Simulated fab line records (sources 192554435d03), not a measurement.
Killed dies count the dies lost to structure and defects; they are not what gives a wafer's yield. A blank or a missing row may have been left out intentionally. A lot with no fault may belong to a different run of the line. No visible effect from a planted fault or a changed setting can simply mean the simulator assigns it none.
Matching of chambers    flow n5-finfet    N5_FIN_SAQP_MANDREL2_REMOVE_60 on rie-si-01: 4 sister chambers
The step chemistry HBr/Cl2/O2, target a-Si, stops on SiNx, bt time 10 s. 4 wafers are shown with their chamber, then 11 later ones without.

## WAFERS WITH THEIR CHAMBER
wafer   chamber  throttle-valve-pct (%)
L085.3  2        36.5
L086.1  3        37.2
L086.5  1        37.0
L087.1  0        36.1

## WAFERS WHOSE CHAMBER IS MISSING
wafer   throttle-valve-pct (%)
L087.5  36.1
L087.6  37.1
L088.1  37.1
L088.2  37.2
L088.5  36.5
L091.3  37.1
L091.4  36.5
L091.5  37.2
L094.2  36.1
L094.3  37.0
L094.5  37.2

## THE CHAMBER EACH PASSED THROUGH
wafer   from the rows above      in truth
L087.5  0                        0
L087.6  can't be placed: 1 or 3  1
L088.1  can't be placed: 1 or 3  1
L088.2  3                        3
L088.5  2                        2
L091.3  can't be placed: 1 or 3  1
L091.4  2                        2
L091.5  3                        3
L094.2  0                        0
L094.3  1                        1
L094.5  3                        3
Placed correctly: 8 of 11. Cannot be placed on the basis of these rows: 3; the candidates contain the true chamber in 3. 0 placed wrongly.
How it was worked out, from the rows above alone: a wafer's distance from a chamber is the root of the sum, over the readings, of the square of ((its reading less the chamber's mean) divided by the reading's scatter). If the next closest chamber is less than 2 further off than the closest, the wafer can't be placed; otherwise it belongs to the closest. For every chamber, the mean is computed from those of its wafers that are shown. The scatter: root of mean squared gap, hidden wafer to nearest shown wafer, with one shown wafer a chamber.
